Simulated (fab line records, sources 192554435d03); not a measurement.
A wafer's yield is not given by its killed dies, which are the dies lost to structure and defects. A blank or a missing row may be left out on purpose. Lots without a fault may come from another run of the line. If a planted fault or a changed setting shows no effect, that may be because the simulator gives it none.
fab line records || flow n5_finfet || part 2 of 2: steps 24 to 35 of 35
[record] {"lots": 5, "wafers": 15, "last_day": 17}
route steps=1938 shown BEOL_M1@840 BEOL_M2@841
lots that met no fault: taken from a fault-free run of the same line
start_h: the number of hours between the record's first day and the start of the first shown wafer of the lot || wait_h: hours since the lot's step before || " as in the row above || L1.1+2: a row that stands for several wafers || - either no value or no given start || * or withheld: withheld || < > ~ a bound
route shown NAME@n: names a module that has steps shown in the file, with the first one's number in the route || usual: mean and standard deviation over wafers with no fault || same: alike in all rows || chamber/n: place in a boat || sites: readings site by site || _std_site: the standard deviation of these || _edge_site: inner sites' mean taken away from outer sites' mean || radius_mm: how far each site lies from the wafer's centre || mask NAME#n: copy n || behind: the most recent tool/chamber to have shaped the wafer || hold: reason for holding the lot/hours on hold/outcome of the hold || device: transistor that didn't switch, given as n, p or np || end of line: the route-end tests of the same wafers || step lacking rows: just its recipe || killed: at the first sort, the dies lost to defects and structure; wafer yield is something else || map: dies across one wafer; x = killed, . = not, _ = none there
set.NAME: the setting as run; set.NAME@STEP: as run at that earlier step || model.NAME: the simulator's own value behind a step, which no gauge read
lots at some steps of the route; a table a step, a row a wafer
services: the hour from which a tool's chamber was out of use, counted from the record's first day as start_h (under 0 if before that day), plus the number of hours and why
[[steps]]
[step N5_BEOL_M2_STRIP_66]
[recipe] {"chemistry": "CF4", "resist": "SiARC", "power_w": 300, "bias_power_w": 75, "pressure_mtorr": 50, "cf4_flow_sccm": 150, "rf_frequency_hz": 6e+07}
[usual] {"drypump_motor_current_A": "6.0/0.44", "oes_product_au": "0.76/0.082", "rf_vpp_V": "271.1/1.5", "showerhead_plenum_p_Torr": "1.79/0.044", "throttle_valve_pct": "13.58/0.28"}
{"lot.wafer": "L075.4", "tool": "rie_diel-03", "chamber": 3, "start_h": 145.92, "wait_h": 0.0, "drypump_motor_current_A": 5.5, "oes_product_au": 0.89, "rf_hours_counter_h": 27, "rf_vpp_V": 270.0, "showerhead_plenum_p_Torr": 1.78, "throttle_valve_pct": 13.51}
{"lot.wafer": "L075.5", "tool": "rie_diel-03", "chamber": 1, "start_h": 145.92, "wait_h": 0.0, "drypump_motor_current_A": 6.6, "oes_product_au": 0.86, "rf_hours_counter_h": "-", "rf_vpp_V": 268.5, "showerhead_plenum_p_Torr": 1.76, "throttle_valve_pct": 13.24}
{"lot.wafer": "L075.6", "tool": "rie_diel-03", "chamber": 0, "start_h": 145.92, "wait_h": 0.0, "drypump_motor_current_A": 5.3, "oes_product_au": 0.72, "rf_hours_counter_h": "-", "rf_vpp_V": 270.5, "showerhead_plenum_p_Torr": 1.79, "throttle_valve_pct": 13.65}
{"lot.wafer": "L076.3", "tool": "rie_diel-03", "chamber": 2, "start_h": 149.14, "wait_h": 0.0, "drypump_motor_current_A": 6.0, "oes_product_au": 0.72, "rf_hours_counter_h": 210, "rf_vpp_V": 272.5, "showerhead_plenum_p_Torr": 1.83, "throttle_valve_pct": 13.99}
{"lot.wafer": "L076.5", "tool": "rie_diel-03", "chamber": 2, "start_h": 149.14, "wait_h": 0.0, "drypump_motor_current_A": 6.0, "oes_product_au": 0.72, "rf_hours_counter_h": "-", "rf_vpp_V": 272.9, "showerhead_plenum_p_Torr": 1.83, "throttle_valve_pct": 14.01}
{"lot.wafer": "L076.6", "tool": "rie_diel-03", "chamber": 1, "start_h": 149.14, "wait_h": 0.0, "drypump_motor_current_A": 6.5, "oes_product_au": 0.86, "rf_hours_counter_h": "-", "rf_vpp_V": 271.4, "showerhead_plenum_p_Torr": 1.76, "throttle_valve_pct": 13.24}
{"lot.wafer": "L083.1", "tool": "rie_diel-03", "chamber": 1, "start_h": 185.76, "wait_h": 0.0, "drypump_motor_current_A": 6.5, "oes_product_au": 0.83, "rf_hours_counter_h": 61, "rf_vpp_V": 268.9, "showerhead_plenum_p_Torr": 1.76, "throttle_valve_pct": 13.28}
{"lot.wafer": "L083.3", "tool": "rie_diel-03", "chamber": 3, "start_h": 185.76, "wait_h": 0.0, "drypump_motor_current_A": 5.5, "oes_product_au": 0.88, "rf_hours_counter_h": 44, "rf_vpp_V": 268.5, "showerhead_plenum_p_Torr": 1.77, "throttle_valve_pct": 13.55}
{"lot.wafer": "L083.5", "tool": "rie_diel-03", "chamber": 0, "start_h": 185.76, "wait_h": 0.0, "drypump_motor_current_A": 5.3, "oes_product_au": 0.70, "rf_hours_counter_h": "-", "rf_vpp_V": 270.6, "showerhead_plenum_p_Torr": 1.78, "throttle_valve_pct": 13.68}
{"lot.wafer": "L093.2", "tool": "rie_diel-03", "chamber": 3, "start_h": 247.84, "wait_h": 0.0, "drypump_motor_current_A": 5.5, "oes_product_au": 0.84, "rf_hours_counter_h": 67, "rf_vpp_V": 268.1, "showerhead_plenum_p_Torr": 1.76, "throttle_valve_pct": 13.61}
{"lot.wafer": "L093.3", "tool": "rie_diel-03", "chamber": 2, "start_h": 247.84, "wait_h": 0.0, "drypump_motor_current_A": 6.0, "oes_product_au": 0.69, "rf_hours_counter_h": 249, "rf_vpp_V": 272.0, "showerhead_plenum_p_Torr": 1.82, "throttle_valve_pct": 14.11}
{"lot.wafer": "L093.5", "tool": "rie_diel-03", "chamber": 0, "start_h": 247.84, "wait_h": 0.0, "drypump_motor_current_A": 5.4, "oes_product_au": 0.70, "rf_hours_counter_h": "-", "rf_vpp_V": 270.8, "showerhead_plenum_p_Torr": 1.78, "throttle_valve_pct": 13.73}
{"lot.wafer": "L096.2", "tool": "rie_diel-04", "chamber": 3, "start_h": 276.51, "wait_h": 0.0, "drypump_motor_current_A": 6.1, "oes_product_au": 0.75, "rf_hours_counter_h": 154, "rf_vpp_V": 268.6, "showerhead_plenum_p_Torr": 1.72, "throttle_valve_pct": 13.42}
{"lot.wafer": "L096.3", "tool": "rie_diel-04", "chamber": 0, "start_h": 276.51, "wait_h": 0.0, "drypump_motor_current_A": 6.6, "oes_product_au": 0.67, "rf_hours_counter_h": 241, "rf_vpp_V": 273.3, "showerhead_plenum_p_Torr": 1.84, "throttle_valve_pct": 13.55}
{"lot.wafer": "L096.5", "tool": "rie_diel-04", "chamber": 3, "start_h": 276.51, "wait_h": 0.0, "drypump_motor_current_A": 6.0, "oes_product_au": 0.76, "rf_hours_counter_h": "-", "rf_vpp_V": 268.9, "showerhead_plenum_p_Torr": 1.72, "throttle_valve_pct": 13.42}
[step N5_BEOL_M2_HM_OPEN_17]
[recipe] {"chemistry": "Cl2/BCl3", "target_depth_a": 200, "overetch_a": 60, "target": "TiN", "mask_material": "SOC", "ion_energy_ev": 150, "pressure_mtorr": 10, "icp_w": 1000, "bias_w": 126, "Cl2_flow_sccm": 53.25, "bcl3_flow_sccm": 21.75, "Ar_flow_sccm": 25}
[usual] {"drypump_motor_current_A": "5.4/0.46", "oes_ar_750_au": "0.74/0.072", "oes_product_au": "0.64/0.057", "throttle_valve_pct": "22.1/0.32"}
{"lot.wafer": "L075.4", "tool": "rie_metal-01", "chamber": 1, "start_h": 145.99, "wait_h": 0.1, "drypump_motor_current_A": 5.0, "oes_ar_750_au": 0.87, "oes_product_au": 0.74, "rf_hours_counter_h": "-", "throttle_valve_pct": 21.7}
{"lot.wafer": "L075.5", "tool": "rie_metal-01", "chamber": 1, "start_h": 145.99, "wait_h": 0.1, "drypump_motor_current_A": 5.0, "oes_ar_750_au": 0.86, "oes_product_au": 0.74, "rf_hours_counter_h": "-", "throttle_valve_pct": 21.7}
{"lot.wafer": "L075.6", "tool": "rie_metal-01", "chamber": 0, "start_h": 145.99, "wait_h": 0.1, "drypump_motor_current_A": 4.9, "oes_ar_750_au": 0.71, "oes_product_au": 0.62, "rf_hours_counter_h": "-", "throttle_valve_pct": 22.0}
{"lot.wafer": "L076.3", "tool": "rie_metal-03", "chamber": 1, "start_h": 149.21, "wait_h": 0.1, "drypump_motor_current_A": 5.8, "oes_ar_750_au": 0.66, "oes_product_au": 0.56, "rf_hours_counter_h": "-", "throttle_valve_pct": 22.7}
{"lot.wafer": "L076.5", "tool": "rie_metal-03", "chamber": 0, "start_h": 149.21, "wait_h": 0.1, "drypump_motor_current_A": 4.8, "oes_ar_750_au": 0.68, "oes_product_au": 0.60, "rf_hours_counter_h": "-", "throttle_valve_pct": 22.1}
{"lot.wafer": "L076.6", "tool": "rie_metal-03", "chamber": 1, "start_h": 149.21, "wait_h": 0.1, "drypump_motor_current_A": 5.9, "oes_ar_750_au": 0.66, "oes_product_au": 0.56, "rf_hours_counter_h": "-", "throttle_valve_pct": 22.7}
{"lot.wafer": "L083.1", "tool": "rie_metal-02", "chamber": 1, "start_h": 185.80, "wait_h": 0.0, "drypump_motor_current_A": 6.0, "oes_ar_750_au": 0.81, "oes_product_au": 0.68, "rf_hours_counter_h": 38, "throttle_valve_pct": 21.8}
{"lot.wafer": "L083.3", "tool": "rie_metal-02", "chamber": 0, "start_h": 185.80, "wait_h": 0.0, "drypump_motor_current_A": 5.5, "oes_ar_750_au": 0.77, "oes_product_au": 0.67, "rf_hours_counter_h": "-", "throttle_valve_pct": 22.2}
{"lot.wafer": "L083.5", "tool": "rie_metal-02", "chamber": 0, "start_h": 185.80, "wait_h": 0.0, "drypump_motor_current_A": 5.5, "oes_ar_750_au": 0.76, "oes_product_au": 0.67, "rf_hours_counter_h": "-", "throttle_valve_pct": 22.2}
{"lot.wafer": "L093.2", "tool": "rie_metal-03", "chamber": 1, "start_h": 247.88, "wait_h": 0.0, "drypump_motor_current_A": 5.8, "oes_ar_750_au": 0.64, "oes_product_au": 0.54, "rf_hours_counter_h": 109, "throttle_valve_pct": 22.7}
{"lot.wafer": "L093.3", "tool": "rie_metal-03", "chamber": 1, "start_h": 247.88, "wait_h": 0.0, "drypump_motor_current_A": 5.8, "oes_ar_750_au": 0.64, "oes_product_au": 0.55, "rf_hours_counter_h": "-", "throttle_valve_pct": 22.7}
{"lot.wafer": "L093.5", "tool": "rie_metal-03", "chamber": 0, "start_h": 247.88, "wait_h": 0.0, "drypump_motor_current_A": 4.8, "oes_ar_750_au": 0.67, "oes_product_au": 0.58, "rf_hours_counter_h": "-", "throttle_valve_pct": 22.2}
{"lot.wafer": "L096.2", "tool": "rie_metal-01", "chamber": 1, "start_h": 276.55, "wait_h": 0.0, "drypump_motor_current_A": 5.0, "oes_ar_750_au": 0.83, "oes_product_au": 0.71, "rf_hours_counter_h": 21, "throttle_valve_pct": 21.7}
{"lot.wafer": "L096.3", "tool": "rie_metal-01", "chamber": 0, "start_h": 276.55, "wait_h": 0.0, "drypump_motor_current_A": 4.9, "oes_ar_750_au": 0.69, "oes_product_au": 0.61, "rf_hours_counter_h": "-", "throttle_valve_pct": 22.0}
{"lot.wafer": "L096.5", "tool": "rie_metal-01", "chamber": 0, "start_h": 276.55, "wait_h": 0.0, "drypump_motor_current_A": 4.9, "oes_ar_750_au": 0.69, "oes_product_au": 0.61, "rf_hours_counter_h": "-", "throttle_valve_pct": 22.0}
[step N5_BEOL_M2_STRIP_19]
[recipe] {"chemistry": "O2", "power_w": 400, "temp_c": 40, "pressure_mtorr": 30, "rf_frequency_hz": 6e+07, "bias_power_w": 0, "overash_fraction": 0.2, "o2_flow_sccm": 225}
[usual] {"drypump_motor_current_A": "5.9/0.46", "o2_flow_sccm": "225.0/0.65", "oes_product_au": "0.75/0.1", "rf_vpp_V": "3.7/0.47", "showerhead_plenum_p_Torr": "2.09/0.077", "throttle_valve_pct": "16.59/0.23"}
{"lot.wafer": "L075.4", "tool": "rie_diel-04", "chamber": 1, "start_h": 146.10, "wait_h": 0.1, "drypump_motor_current_A": 6.1, "o2_flow_sccm": 224.9, "oes_product_au": 0.71, "rf_hours_counter_h": "-", "rf_vpp_V": 3.4, "showerhead_plenum_p_Torr": 2.17, "throttle_valve_pct": 16.57}
{"lot.wafer": "L075.5", "tool": "rie_diel-04", "chamber": 2, "start_h": 146.10, "wait_h": 0.1, "drypump_motor_current_A": 6.4, "o2_flow_sccm": 225.2, "oes_product_au": 0.71, "rf_hours_counter_h": "-", "rf_vpp_V": 3.3, "showerhead_plenum_p_Torr": 2.05, "throttle_valve_pct": 16.84}
{"lot.wafer": "L075.6", "tool": "rie_diel-04", "chamber": 3, "start_h": 146.10, "wait_h": 0.1, "drypump_motor_current_A": 6.0, "o2_flow_sccm": 225.1, "oes_product_au": 0.82, "rf_hours_counter_h": "-", "rf_vpp_V": 3.3, "showerhead_plenum_p_Torr": 2.02, "throttle_valve_pct": 16.38}
{"lot.wafer": "L076.3", "tool": "rie_diel-04", "chamber": 3, "start_h": 149.29, "wait_h": 0.1, "drypump_motor_current_A": 6.1, "o2_flow_sccm": 224.0, "oes_product_au": 0.81, "rf_hours_counter_h": 105, "rf_vpp_V": 3.1, "showerhead_plenum_p_Torr": 2.02, "throttle_valve_pct": 16.38}
{"lot.wafer": "L076.5", "tool": "rie_diel-04", "chamber": 2, "start_h": 149.29, "wait_h": 0.1, "drypump_motor_current_A": 6.3, "o2_flow_sccm": 224.9, "oes_product_au": 0.71, "rf_hours_counter_h": "-", "rf_vpp_V": 3.5, "showerhead_plenum_p_Torr": 2.05, "throttle_valve_pct": 16.85}
{"lot.wafer": "L076.6", "tool": "rie_diel-04", "chamber": 3, "start_h": 149.29, "wait_h": 0.1, "drypump_motor_current_A": 6.1, "o2_flow_sccm": 224.4, "oes_product_au": 0.81, "rf_hours_counter_h": "-", "rf_vpp_V": 3.8, "showerhead_plenum_p_Torr": 2.02, "throttle_valve_pct": 16.38}
{"lot.wafer": "L083.1", "tool": "rie_diel-04", "chamber": 2, "start_h": 185.97, "wait_h": 0.1, "drypump_motor_current_A": 6.4, "o2_flow_sccm": 224.9, "oes_product_au": 0.69, "rf_hours_counter_h": 218, "rf_vpp_V": 3.8, "showerhead_plenum_p_Torr": 2.05, "throttle_valve_pct": 16.87}
{"lot.wafer": "L083.3", "tool": "rie_diel-04", "chamber": 1, "start_h": 185.97, "wait_h": 0.1, "drypump_motor_current_A": 6.1, "o2_flow_sccm": 225.1, "oes_product_au": 0.69, "rf_hours_counter_h": 234, "rf_vpp_V": 3.3, "showerhead_plenum_p_Torr": 2.17, "throttle_valve_pct": 16.60}
{"lot.wafer": "L083.5", "tool": "rie_diel-04", "chamber": 1, "start_h": 185.97, "wait_h": 0.1, "drypump_motor_current_A": 6.1, "o2_flow_sccm": 225.3, "oes_product_au": 0.68, "rf_hours_counter_h": "-", "rf_vpp_V": 3.4, "showerhead_plenum_p_Torr": 2.17, "throttle_valve_pct": 16.58}
{"lot.wafer": "L093.2", "tool": "rie_diel-04", "chamber": 0, "start_h": 248.00, "wait_h": 0.1, "drypump_motor_current_A": 6.6, "o2_flow_sccm": 225.2, "oes_product_au": 0.68, "rf_hours_counter_h": 229, "rf_vpp_V": 3.2, "showerhead_plenum_p_Torr": 2.17, "throttle_valve_pct": 16.62}
{"lot.wafer": "L093.3", "tool": "rie_diel-04", "chamber": 3, "start_h": 248.00, "wait_h": 0.1, "drypump_motor_current_A": 6.1, "o2_flow_sccm": 224.6, "oes_product_au": 0.76, "rf_hours_counter_h": 148, "rf_vpp_V": 3.5, "showerhead_plenum_p_Torr": 2.01, "throttle_valve_pct": 16.47}
{"lot.wafer": "L093.5", "tool": "rie_diel-04", "chamber": 3, "start_h": 248.00, "wait_h": 0.1, "drypump_motor_current_A": 6.1, "o2_flow_sccm": 224.5, "oes_product_au": 0.78, "rf_hours_counter_h": "-", "rf_vpp_V": 3.6, "showerhead_plenum_p_Torr": 2.01, "throttle_valve_pct": 16.47}
{"lot.wafer": "L096.2", "tool": "rie_diel-05", "chamber": 2, "start_h": 276.69, "wait_h": 0.1, "drypump_motor_current_A": 6.0, "o2_flow_sccm": 225.4, "oes_product_au": 0.93, "rf_hours_counter_h": 21, "rf_vpp_V": 3.7, "showerhead_plenum_p_Torr": 2.24, "throttle_valve_pct": 16.49}
{"lot.wafer": "L096.3", "tool": "rie_diel-05", "chamber": 1, "start_h": 276.69, "wait_h": 0.1, "drypump_motor_current_A": 5.0, "o2_flow_sccm": 227.3, "oes_product_au": 0.68, "rf_hours_counter_h": 231, "rf_vpp_V": 4.5, "showerhead_plenum_p_Torr": 2.06, "throttle_valve_pct": 16.55}
{"lot.wafer": "L096.5", "tool": "rie_diel-05", "chamber": 1, "start_h": 276.69, "wait_h": 0.1, "drypump_motor_current_A": 5.0, "o2_flow_sccm": 226.3, "oes_product_au": 0.69, "rf_hours_counter_h": "-", "rf_vpp_V": 3.2, "showerhead_plenum_p_Torr": 2.06, "throttle_valve_pct": 16.55}
[step N5_BEOL_M2_CD_MEAS_18]
[recipe] {"pitch_nm": 36, "target_cd_nm": 18}
[usual] {"cd_nm": "17.9/0.35"}
{"lot.wafer": "L075.4", "tool": "cd_sem-03", "chamber": "-", "start_h": 146.15, "wait_h": 0.0, "cd_nm": 17.4}
{"lot.wafer": "L075.5", "tool": "cd_sem-03", "chamber": "-", "start_h": 146.15, "wait_h": 0.0, "cd_nm": 18.4}
{"lot.wafer": "L075.6", "tool": "cd_sem-03", "chamber": "-", "start_h": 146.15, "wait_h": 0.0, "cd_nm": 17.5}
{"lot.wafer": "L076.3", "tool": "cd_sem-01", "chamber": "-", "start_h": 149.36, "wait_h": 0.1, "cd_nm": 17.8}
{"lot.wafer": "L076.5", "tool": "cd_sem-01", "chamber": "-", "start_h": 149.36, "wait_h": 0.1, "cd_nm": 18.3}
{"lot.wafer": "L076.6", "tool": "cd_sem-01", "chamber": "-", "start_h": 149.36, "wait_h": 0.1, "cd_nm": 18.2}
{"lot.wafer": "L083.1", "tool": "cd_sem-01", "chamber": "-", "start_h": 186.04, "wait_h": 0.0, "cd_nm": 18.4}
{"lot.wafer": "L083.3", "tool": "cd_sem-01", "chamber": "-", "start_h": 186.04, "wait_h": 0.0, "cd_nm": 17.7}
{"lot.wafer": "L083.5", "tool": "cd_sem-01", "chamber": "-", "start_h": 186.04, "wait_h": 0.0, "cd_nm": 17.6}
{"lot.wafer": "L093.2", "tool": "cd_sem-02", "chamber": "-", "start_h": 248.07, "wait_h": 0.1, "cd_nm": 17.7}
{"lot.wafer": "L093.3", "tool": "cd_sem-02", "chamber": "-", "start_h": 248.07, "wait_h": 0.1, "cd_nm": 18.0}
{"lot.wafer": "L093.5", "tool": "cd_sem-02", "chamber": "-", "start_h": 248.07, "wait_h": 0.1, "cd_nm": 17.8}
{"lot.wafer": "L096.2", "tool": "cd_sem-03", "chamber": "-", "start_h": 276.77, "wait_h": 0.1, "cd_nm": 17.1}
{"lot.wafer": "L096.3", "tool": "cd_sem-03", "chamber": "-", "start_h": 276.77, "wait_h": 0.1, "cd_nm": 18.2}
{"lot.wafer": "L096.5", "tool": "cd_sem-03", "chamber": "-", "start_h": 276.77, "wait_h": 0.1, "cd_nm": 17.6}
[step N5_BEOL_M2_COAT_67]
[recipe] {"resist": "SOC", "temp_c": 250, "time_s": 60, "spin_rpm": 1500, "resist_thk_nm": 60}
{"lot.wafer": "L075.4+5+6", "tool": "litho_track-03", "chamber": 0, "start_h": 146.19, "wait_h": 0.0}
{"lot.wafer": "L076.3+5+6", "tool": "litho_track-03", "chamber": 0, "start_h": 149.40, "wait_h": 0.0}
{"lot.wafer": "L083.1+3+5", "tool": "litho_track-02", "chamber": 0, "start_h": 186.07, "wait_h": 0.0}
{"lot.wafer": "L093.2+3+5", "tool": "litho_track-04", "chamber": 0, "start_h": 248.11, "wait_h": 0.0}
{"lot.wafer": "L096.2+3+5", "tool": "litho_track-03", "chamber": 0, "start_h": 276.80, "wait_h": 0.0}
[step N5_BEOL_M2_COAT_68]
[recipe] {"resist": "SiARC", "temp_c": 220, "time_s": 60, "spin_rpm": 1500, "resist_thk_nm": 12}
{"lot.wafer": "L075.4+5+6", "tool": "litho_track-03", "chamber": 0, "start_h": "-", "wait_h": "-"}
{"lot.wafer": "L076.3+5+6", "tool": "litho_track-03", "chamber": 0, "start_h": "-", "wait_h": "-"}
{"lot.wafer": "L083.1+3+5", "tool": "litho_track-02", "chamber": 0, "start_h": "-", "wait_h": "-"}
{"lot.wafer": "L093.2+3+5", "tool": "litho_track-04", "chamber": 0, "start_h": "-", "wait_h": "-"}
{"lot.wafer": "L096.2+3+5", "tool": "litho_track-03", "chamber": 0, "start_h": "-", "wait_h": "-"}
[step N5_BEOL_M2_COAT_76]
[recipe] {"resist": "underlayer", "temp_c": 205, "time_s": 60, "spin_rpm": 1500, "resist_thk_nm": 5}
{"lot.wafer": "L075.4+5+6", "tool": "litho_track-03", "chamber": 0, "start_h": "-", "wait_h": "-"}
{"lot.wafer": "L076.3+5+6", "tool": "litho_track-03", "chamber": 0, "start_h": "-", "wait_h": "-"}
{"lot.wafer": "L083.1+3+5", "tool": "litho_track-02", "chamber": 0, "start_h": "-", "wait_h": "-"}
{"lot.wafer": "L093.2+3+5", "tool": "litho_track-04", "chamber": 0, "start_h": "-", "wait_h": "-"}
{"lot.wafer": "L096.2+3+5", "tool": "litho_track-03", "chamber": 0, "start_h": "-", "wait_h": "-"}
[step N5_BEOL_M2_COAT_22]
[recipe] {"resist": "CAR-EUV", "spin_rpm": 1500, "resist_thk_nm": 30}
{"lot.wafer": "L075.4+5+6", "tool": "litho_track-03", "chamber": 0, "start_h": "-", "wait_h": "-"}
{"lot.wafer": "L076.3+5+6", "tool": "litho_track-03", "chamber": 0, "start_h": "-", "wait_h": "-"}
{"lot.wafer": "L083.1+3+5", "tool": "litho_track-02", "chamber": 0, "start_h": "-", "wait_h": "-"}
{"lot.wafer": "L093.2+3+5", "tool": "litho_track-04", "chamber": 0, "start_h": "-", "wait_h": "-"}
{"lot.wafer": "L096.2+3+5", "tool": "litho_track-03", "chamber": 0, "start_h": "-", "wait_h": "-"}
[step N5_BEOL_M2_EBR_24]
[recipe] {"solvent": "PGMEA", "ebr_width_mm": 1.5}
{"lot.wafer": "L075.4+5+6", "tool": "litho_track-03", "chamber": 0, "start_h": "-", "wait_h": "-"}
{"lot.wafer": "L076.3+5+6", "tool": "litho_track-03", "chamber": 0, "start_h": "-", "wait_h": "-"}
{"lot.wafer": "L083.1+3+5", "tool": "litho_track-02", "chamber": 0, "start_h": "-", "wait_h": "-"}
{"lot.wafer": "L093.2+3+5", "tool": "litho_track-04", "chamber": 0, "start_h": "-", "wait_h": "-"}
{"lot.wafer": "L096.2+3+5", "tool": "litho_track-03", "chamber": 0, "start_h": "-", "wait_h": "-"}
[step N5_BEOL_M2_SOFTBAKE_23]
[recipe] {"temp_c": 110, "time_s": 60, "resist": "CAR-EUV"}
{"lot.wafer": "L075.4+5+6", "tool": "litho_track-03", "chamber": 0, "start_h": "-", "wait_h": "-"}
{"lot.wafer": "L076.3+5+6", "tool": "litho_track-03", "chamber": 0, "start_h": "-", "wait_h": "-"}
{"lot.wafer": "L083.1+3+5", "tool": "litho_track-02", "chamber": 0, "start_h": "-", "wait_h": "-"}
{"lot.wafer": "L093.2+3+5", "tool": "litho_track-04", "chamber": 0, "start_h": "-", "wait_h": "-"}
{"lot.wafer": "L096.2+3+5", "tool": "litho_track-03", "chamber": 0, "start_h": "-", "wait_h": "-"}
[step N5_BEOL_M2_EXPOSE_25]
[recipe] {"mask_id": "V1", "na": 0.33, "source_shape": "quasar", "sigma_inner": 0.2, "sigma_outer": 0.8, "polarization": "unpolarized", "defocus_nm": 5, "dose_mj": 63}
[same] {"dipole_opening_deg": 30, "sigma_outer": 0.8}
{"lot.wafer": "L075.4+5+6", "tool": "euv_scanner-01", "chamber": 0, "start_h": 146.35, "wait_h": "-", "mask": "V1#0"}
{"lot.wafer": "L076.3+5+6", "tool": "euv_scanner-01", "chamber": 0, "start_h": 149.55, "wait_h": "-", "mask": "V1#0"}
{"lot.wafer": "L083.1+3+5", "tool": "euv_scanner-02", "chamber": 0, "start_h": 186.21, "wait_h": "-", "mask": "V1#0"}
{"lot.wafer": "L093.2+3+5", "tool": "euv_scanner-02", "chamber": 0, "start_h": 248.38, "wait_h": "-", "mask": "V1#0"}
{"lot.wafer": "L096.2+3+5", "tool": "euv_scanner-01", "chamber": 0, "start_h": 278.25, "wait_h": "-", "mask": "V1#0"}
[step N5_BEOL_M2_PEB_26]
[recipe] {"peb_temp_c": 100, "peb_time_s": 60, "resist": "CAR-EUV"}
{"lot.wafer": "L075.4+5+6", "tool": "litho_track-04", "chamber": 0, "start_h": 146.40, "wait_h": 0.0}
{"lot.wafer": "L076.3+5+6", "tool": "litho_track-03", "chamber": 0, "start_h": 149.61, "wait_h": 0.1}
{"lot.wafer": "L083.1+3+5", "tool": "litho_track-03", "chamber": 0, "start_h": 186.29, "wait_h": 0.1}
{"lot.wafer": "L093.2+3+5", "tool": "litho_track-04", "chamber": 0, "start_h": 248.45, "wait_h": 0.1}
{"lot.wafer": "L096.2+3+5", "tool": "litho_track-04", "chamber": 0, "start_h": 278.32, "wait_h": 0.1}
[[services]]
{"tool": "pvd_sputter-02", "chamber": "-", "start_h": 126.57, "hours": 5.3, "kind": "repair"}
{"tool": "pecvd-02", "chamber": 0, "start_h": 128.09, "hours": 4.4, "kind": "repair"}
{"tool": "rie_diel-04", "chamber": 0, "start_h": 137.60, "hours": 42.6, "kind": "repair"}
{"tool": "euv_scanner-02", "chamber": "-", "start_h": 150.67, "hours": 5.8, "kind": "pm"}
{"tool": "euv_scanner-02", "chamber": "-", "start_h": 162.70, "hours": 8.0, "kind": "pm"}
{"tool": "euv_scanner-01", "chamber": "-", "start_h": 169.72, "hours": 1.0, "kind": "pm"}
{"tool": "rie_metal-03", "chamber": 0, "start_h": 169.80, "hours": 2.5, "kind": "repair"}
{"tool": "euv_scanner-02", "chamber": "-", "start_h": 170.70, "hours": 1.0, "kind": "pm"}
{"tool": "euv_scanner-02", "chamber": "-", "start_h": 171.71, "hours": 4.6, "kind": "pm"}
{"tool": "euv_scanner-01", "chamber": "-", "start_h": 210.59, "hours": 8.0, "kind": "pm"}
{"tool": "euv_scanner-02", "chamber": "-", "start_h": 212.95, "hours": 0.6, "kind": "repair"}
{"tool": "euv_scanner-01", "chamber": "-", "start_h": 218.59, "hours": 1.0, "kind": "pm"}
{"tool": "rie_diel-04", "chamber": "-", "start_h": 223.43, "hours": 2.3, "kind": "repair"}
{"tool": "euv_scanner-02", "chamber": "-", "start_h": 229.53, "hours": 1.0, "kind": "pm"}
{"tool": "rie_diel-03", "chamber": 1, "start_h": 242.80, "hours": 8.4, "kind": "repair"}
{"tool": "rie_metal-01", "chamber": "-", "start_h": 243.20, "hours": 14.6, "kind": "pm"}
{"tool": "pecvd-01", "chamber": "-", "start_h": 245.54, "hours": 0.4, "kind": "repair"}
{"tool": "rie_diel-04", "chamber": 3, "start_h": 254.77, "hours": 12.9, "kind": "repair"}
{"tool": "euv_scanner-01", "chamber": "-", "start_h": 255.63, "hours": 12.0, "kind": "pm"}
{"tool": "pecvd-02", "chamber": 2, "start_h": 257.54, "hours": 8.1, "kind": "repair"}
{"tool": "pecvd-02", "chamber": "-", "start_h": 258.78, "hours": 6.9, "kind": "repair"}
{"tool": "euv_scanner-01", "chamber": "-", "start_h": 267.63, "hours": 5.8, "kind": "pm"}
{"tool": "pecvd-02", "chamber": "-", "start_h": 276.17, "hours": 1.1, "kind": "repair"}
{"tool": "euv_scanner-01", "chamber": "-", "start_h": 277.00, "hours": 1.2, "kind": "repair"}
